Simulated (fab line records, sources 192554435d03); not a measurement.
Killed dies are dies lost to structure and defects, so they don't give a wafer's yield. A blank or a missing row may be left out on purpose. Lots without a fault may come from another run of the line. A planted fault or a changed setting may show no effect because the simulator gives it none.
Which tool did it? | flow n5_finfet | 12 lots, 36 wafers sampled, at 3 steps of a route of 1938

WHAT THE GAUGES READ, wafer by wafer
N5_BEOL_M3_RS_MEAS_58: measures by four-point-probe.
lot  | measured     | on            | M3_RS (ohm/sq)
L075 | day 7 20:11  | film_metro-01 | 0.60 0.64 0.60
L077 | day 8 11:26  | film_metro-01 | 0.65 0.70 0.63
L079 | day 8 23:33  | film_metro-02 | 0.72 0.68 0.70
L081 | day 9 06:10  | film_metro-01 | 0.67 0.72 0.63
L082 | day 10 02:50 | film_metro-02 | 0.71 0.69 0.69
L085 | day 10 13:31 | film_metro-01 | 0.70 0.68 0.65
L087 | day 11 02:40 | film_metro-01 | 0.69 0.68 0.68
L089 | day 11 06:11 | film_metro-02 | 0.67 0.66 0.69
L091 | day 11 13:50 | film_metro-01 | 0.69 0.74 0.62
L093 | day 12 14:37 | film_metro-01 | 0.67 0.62 0.64
L095 | day 13 02:47 | film_metro-02 | 0.71 0.71 0.65
L097 | day 13 19:31 | film_metro-02 | 0.73 0.67 0.63

WHICH TOOL RAN EACH LOT (tool, then ch and the chambers of the sampled wafers, then the start)
lot  | N5_BEOL_M3_SPUTTER_88        | N5_BEOL_M3_SPUTTER_92
L075 | pvd_sputter-03, day 7 18:16  | pvd_sputter-03, day 7 18:42
L077 | pvd_sputter-03, day 8 07:35  | pvd_sputter-03, day 8 08:01
L079 | pvd_sputter-03, day 8 20:52  | pvd_sputter-03, day 8 21:18
L081 | pvd_sputter-02, day 9 03:17  | pvd_sputter-02, day 9 03:43
L082 | pvd_sputter-02, day 9 22:44  | pvd_sputter-02, day 9 23:11
L085 | pvd_sputter-03, day 10 08:46 | pvd_sputter-03, day 10 09:13
L087 | pvd_sputter-02, day 10 21:48 | pvd_sputter-02, day 10 22:14
L089 | pvd_sputter-01, day 11 04:15 | pvd_sputter-01, day 11 04:41
L091 | pvd_sputter-01, day 11 11:52 | pvd_sputter-01, day 11 12:19
L093 | pvd_sputter-02, day 12 12:41 | pvd_sputter-02, day 12 13:07
L095 | pvd_sputter-02, day 13 00:46 | pvd_sputter-02, day 13 01:13
L097 | pvd_sputter-03, day 13 17:34 | pvd_sputter-03, day 13 18:01
- N5_BEOL_M3_SPUTTER_88: material Cu, target thk 4.5 nm, time 8.29 s.
- N5_BEOL_M3_SPUTTER_92: material Cu, target thk 4.5 nm, time 8.29 s.

THE ANSWER, worked out from the rows above alone
Rule: what is usual is taken from the lots themselves. Put in order of their means at a reading, lots are off if they are a third of the lots or fewer, leave a main group of 4 or more, and stand apart from it by a gap of 3 or more times the standard deviation of the main group's means; of several such gaps the widest counts. A main group whose means are all the same, to the digits that the tables above print for the reading, isn't used. A lot without any number at a reading at which 4 lots or more have one is off too. The other lots that the step has rows for count as sound.
No lot is off at any reading shown: from this, nothing can be told.

WHAT THE SIMULATOR HAD PUT IN
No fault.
